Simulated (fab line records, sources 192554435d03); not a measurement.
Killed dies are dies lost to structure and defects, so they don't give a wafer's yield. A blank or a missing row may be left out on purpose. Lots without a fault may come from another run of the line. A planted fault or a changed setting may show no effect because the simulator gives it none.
Problem report in the 8D (eight disciplines) form, filled by code | flow n5_finfet | the parts of the form that need people (team, actions taken, sign-off) are left out

1. THE PROBLEM
cd_nm at N5_BEOL_M15_CD_MEAS_28 reads a mean of 543.4 nm on 4 wafers of 3 lots; wafers without a fault read 409.5 nm with a standard deviation of 1.5. That is +89 standard deviations from the usual mean.
The step: target cd 407.6 nm.
First seen on wafer L105.6, day 13 12:29, on cd_sem-03. The record holds 28 wafers of 10 lots with a number at this step. Rule for "out", or "out of limits": more than 4 standard deviations from the usual mean. The other wafers with a number count as sound.

2. WHAT IT IS AND WHAT IT IS NOT
question                    | is                             | is not
which readings at this step | cd_nm                          | -
which lots                  | L105, L108, L110               | L100, L101, L102, L107, L119, L120, L121
which wafers of those lots  | L105.6, L108.5, L108.6, L110.6 | L105.1, L105.2, L110.2
read on which gauges        | cd_sem-01, cd_sem-03           | cd_sem-02
when                        | from day 13 12:29              | up to then (11 sound wafers); but 13 sound wafers of L107, L110, L119, L120, L121 came after

3. SUSPECTS, AND WHAT RULES EACH OUT
Counting: a tool at a process step up to the reading stays a suspect if it ran every lot that is out. Sound lots after the first of them don't rule it out here, since some wafers of a struck lot are sound.
- the gauge at N5_BEOL_M15_CD_MEAS_28: ruled out. The wafers that are out were read on 2 gauges (cd_sem-01, cd_sem-03).
- krf_scanner-02 at N5_BEOL_M15_EXPOSE_25 (exposes mask M15, target cd 400 nm): kept. It ran every lot that is out, first L105 (day 13 12:19); its last sound lot up to then is L102 (day 12 15:46).
Left after counting: krf_scanner-02 at N5_BEOL_M15_EXPOSE_25.

4. THE CAUSE (what the simulator had put in)
Process parameter drift: krf_scanner-02, from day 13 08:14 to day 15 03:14, at N5_BEOL_M15_EXPOSE_25. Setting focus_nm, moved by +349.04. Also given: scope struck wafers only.
Counting left only this tool.

5. THE CHAIN OF EFFECTS, in route order
Each row: a reading whose mean over the struck wafers that have a number lies more than 3 standard deviations from the usual. Only readings for which the record gives a usual standard deviation are gone through. hours: the time from each lot's start at the first step in this table that gives one to its start at this step, as a median over the lots. sigmas: the change in usual standard deviations.
hours | step                    | reading              | usual    | on struck wafers | change | sigmas
0     | N5_BEOL_M15_CD_MEAS_28  | cd_nm                | 409.5 nm | 543.4            | +133.9 | +89
21    | N5_PASSIVATION_PROBE_49 | defect_limited_yield | 91.4 %   | 0.0              | -91.4  | -57
21    | N5_PASSIVATION_PROBE_49 | killed_at_M4_up      | 13       | 1089             | +1076  | +99 or more
21    | N5_PASSIVATION_PROBE_49 | killed_dies          | 102      | 1180             | +1078  | +57
21    | N5_PASSIVATION_PROBE_49 | killed_on_rim        | 13       | 152              | +139   | +32
21    | N5_PASSIVATION_PROBE_49 | sort_n_pass          | 1078     | 0                | -1078  | -57
21    | N5_PASSIVATION_PROBE_49 | sort_yield_pct       | 91.4 %   | 0.0              | -91.4  | -57
The process steps in it:
- N5_PASSIVATION_PROBE_49

6. WHAT WOULD HAVE CAUGHT IT SOONER
In this record the first reading out of limits at a measuring or inspecting step was taken at day 13 12:29, 4 hours after the fault began at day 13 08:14.
Of the tool readings at N5_BEOL_M15_EXPOSE_25 for which the record gives a usual standard deviation, none was out on any struck wafer, so an alarm limit of 4 standard deviations on them would not have fired.
Of the lots that are out (3), L108, L110 began N5_BEOL_M15_EXPOSE_25 on krf_scanner-02 after day 13 12:29. A hold on the tool at that time would have spared those 2.
